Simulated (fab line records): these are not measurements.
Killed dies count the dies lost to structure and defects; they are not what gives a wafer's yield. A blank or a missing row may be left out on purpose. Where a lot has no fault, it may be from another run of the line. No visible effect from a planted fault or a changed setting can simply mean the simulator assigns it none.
Matching of chambers    flow n5Finfet    N5_FIN_SAQP_STRIP_77 on rieDiel-02 has 4 sister chambers
The step strips in N2/H2, time 90 s. 8 wafers are shown with their chamber, then 8 later ones without.

WAFERS PAIRED WITH THEIR CHAMBERS
wafer   chamber  drypumpMotorCurrentA (A)  throttleValvePct (%)
L074.2  0        5.1                       12.44
L074.3  3        5.3                       12.29
L089.2  3        5.3                       11.71
L089.3  1        6.4                       12.10
L090.1  2        5.1                       12.03
L090.2  1        6.5                       12.10
L090.3  0        5.1                       12.55
L091.1  2        5.1                       12.07

WAFERS MISSING THEIR CHAMBER
wafer   drypumpMotorCurrentA (A)  throttleValvePct (%)
L091.2  6.4                       12.13
L091.6  5.3                       11.73
L092.4  6.4                       12.11
L092.5  5.1                       12.57
L092.6  6.4                       12.09
L095.2  5.3                       11.74
L095.3  5.2                       12.08
L095.6  5.3                       11.77

WHICH CHAMBER EACH ONE RAN IN
wafer   from the rows above           in truth
L091.2  1                             1
L091.6  3                             3
L092.4  1                             1
L092.5  0                             0
L092.6  1                             1
L095.2  3                             3
L095.3  can't be placed: 2 or 3 or 0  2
L095.6  3                             3
Correctly placed: 7 of 8. Can't be placed from these rows: 1 (the true chamber is among the candidates in 1). Placed wrongly: 0.
How it was worked out, from the rows above alone: a wafer's distance from a chamber is the root of the sum, over the readings, of the square of ((its reading less the chamber's mean) divided by the reading's scatter). The wafer belongs to the nearest chamber; if the next one is less than 2 further off, it can't be placed. The mean given for a chamber averages the wafers shown for that chamber. The scatter is the square root of a quotient: the sum, over the shown wafers, of each reading's squared deviation from its chamber's mean, divided by wafers minus chambers.
